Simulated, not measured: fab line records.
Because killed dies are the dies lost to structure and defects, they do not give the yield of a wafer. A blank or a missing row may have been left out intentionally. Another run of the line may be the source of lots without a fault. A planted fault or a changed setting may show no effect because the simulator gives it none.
Chamber matching | flow n5Finfet | 4 sister chambers for N5_BEOL_M7_CMP_52 on cmp-02
The step polishes, stops on SiCOH lowk, t overpolish 6.9 s, target thk 80 nm. 4 wafers are shown with their chamber, then 8 later ones without.

## WAFERS PAIRED WITH THEIR CHAMBERS
wafer  | chamber | motorCurrentA (A)
L085.6 | 1       | 6.2
L087.5 | 3       | 6.3
L087.6 | 2       | 5.2
L088.2 | 0       | 6.0

## WAFERS WHOSE CHAMBER IS MISSING
wafer  | motorCurrentA (A)
L088.3 | 5.7
L088.5 | 6.5
L090.1 | 5.8
L090.3 | 5.7
L090.6 | 5.5
L089.2 | 5.6
L089.3 | 6.2
L089.6 | 5.8

## THE CHAMBER EACH PASSED THROUGH
wafer  | from the rows above               | in truth
L088.3 | can't be placed: 0 or 1 or 2 or 3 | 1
L088.5 | can't be placed: 3 or 1 or 0      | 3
L090.1 | can't be placed: 0 or 1 or 3 or 2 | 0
L090.3 | can't be placed: 0 or 1 or 2 or 3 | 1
L090.6 | can't be placed: 2 or 0 or 1 or 3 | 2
L089.2 | can't be placed: 2 or 0 or 1 or 3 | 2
L089.3 | can't be placed: 1 or 3 or 0      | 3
L089.6 | can't be placed: 0 or 1 or 3 or 2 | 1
Placed correctly: 0 of 8. Unplaceable from these rows: 8, with the true chamber sitting among the candidates in 8. Placed wrongly: 0.
How it was worked out, from the rows above alone: a wafer's distance from a chamber is the root of the sum, over the readings, of the square of ((its reading less the chamber's mean) divided by the reading's scatter). The wafer belongs to the nearest chamber; if the next one is less than 2 further off, it can't be placed. Each chamber's mean is taken over the wafers shown for it. The scatter (one wafer shown for each chamber): square how far every hidden wafer sits from the nearest shown wafer, average those squares and take the square root.
